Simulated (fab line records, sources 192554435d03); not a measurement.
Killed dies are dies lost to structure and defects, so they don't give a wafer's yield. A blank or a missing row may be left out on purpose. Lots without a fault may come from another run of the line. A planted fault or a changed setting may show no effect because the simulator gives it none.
Which tool did it? | flow n5_finfet | 11 lots, 33 wafers sampled, at 4 steps of a route of 1938

WHAT THE GAUGES READ, wafer by wafer
N5_BEOL_M15_INSPECT_55: inspects for defects (darkfield).
lot  | measured     | on                | raw_defect_count
L076 | day 11 21:47 | defect_inspect-02 | 45 40 43
L077 | day 12 14:34 | defect_inspect-01 | 44 74 33
L080 | day 13 03:40 | defect_inspect-02 | 62 50 67
L083 | day 13 12:14 | defect_inspect-01 | 57 103 49
L084 | day 13 13:56 | defect_inspect-01 | 98 97 66
L085 | day 14 18:58 | defect_inspect-02 | 63 56 48
L088 | day 15 00:13 | defect_inspect-02 | 83 39 46
L089 | day 15 12:29 | defect_inspect-02 | 62 40 71
L092 | day 16 04:35 | defect_inspect-02 | 39 54 104
L094 | day 16 17:07 | defect_inspect-01 | 112 61 77
L096 | day 17 00:01 | defect_inspect-02 | 55 108 55

WHICH TOOL RAN EACH LOT (tool, then ch and the chambers of the sampled wafers, then the start)
lot  | N5_BEOL_M15_DESCUM_33              | N5_BEOL_M15_ETCH_61                | N5_BEOL_M15_STRIP_37
L076 | rie_diel-06 ch 1,2,3, day 11 18:20 | rie_diel-06 ch 1,2,3, day 11 18:23 | rie_diel-06 ch 1,2,3, day 11 21:47 or earlier
L077 | rie_diel-06 ch 2,3, day 12 09:35   | rie_diel-06 ch 2,3, day 12 09:37   | rie_diel-01 ch 1,2,3, day 12 14:34 or earlier
L080 | rie_diel-01 ch 0,3, day 13 01:38   | rie_diel-01 ch 0,3, day 13 01:40   | rie_diel-06 ch 0,2,3, day 13 03:40 or earlier
L083 | rie_diel-02 ch 0,2, day 13 08:34   | rie_diel-02 ch 0,2, day 13 08:35   | rie_diel-02 ch 0,1,3, day 13 12:14 or earlier
L084 | rie_diel-01 ch 2,3, day 13 09:30   | rie_diel-01 ch 2,3, day 13 09:32   | rie_diel-01 ch 1,2, day 13 13:56 or earlier
L085 | rie_diel-06 ch 1,2, day 14 14:14   | rie_diel-06 ch 1,2, day 14 14:16   | rie_diel-01 ch 0,1, day 14 18:58 or earlier
L088 | rie_diel-02 ch 0,2,3, day 14 21:23 | rie_diel-02 ch 0,2,3, day 14 21:26 | rie_diel-06 ch 0,1,2, day 15 00:13 or earlier
L089 | rie_diel-02 ch 0,1, day 15 09:20   | rie_diel-02 ch 0,1, day 15 09:23   | rie_diel-01 ch 0,2, day 15 12:29 or earlier
L092 | rie_diel-06 ch 1,2,3, day 15 22:07 | rie_diel-06 ch 1,2,3, day 15 22:09 | rie_diel-02 ch 1,2,3, day 16 04:35 or earlier
L094 | rie_diel-06 ch 0,1, day 16 14:01   | rie_diel-06 ch 0,1, day 16 14:03   | rie_diel-02 ch 0,2,3, day 16 17:07 or earlier
L096 | rie_diel-02 ch 0,1,2, day 16 21:49 | rie_diel-02 ch 0,1,2, day 16 21:52 | rie_diel-02 ch 0,2,3, day 17 00:01 or earlier
- N5_BEOL_M15_DESCUM_33: chemistry O2, time 7.9 s.
- N5_BEOL_M15_ETCH_61: etches BARC in N2/H2, target depth 89 nm, overetch 26.7 nm, time 67.9 s.
- N5_BEOL_M15_STRIP_37: strips in O2.

THE ANSWER, worked out from the rows above alone
Rule: what is usual is taken from the lots themselves. Put in order of their means at a reading, lots are off if they are a third of the lots or fewer, leave a main group of 4 or more, and stand apart from it by a gap of 3 or more times the standard deviation of the main group's means; of several such gaps the widest counts. A main group whose means are all the same, to the digits that the tables above print for the reading, isn't used. A lot without any number at a reading at which 4 lots or more have one is off too. The other lots that the step has rows for count as sound.
No lot is off at any reading shown: from this, nothing can be told.

WHAT THE SIMULATOR HAD PUT IN
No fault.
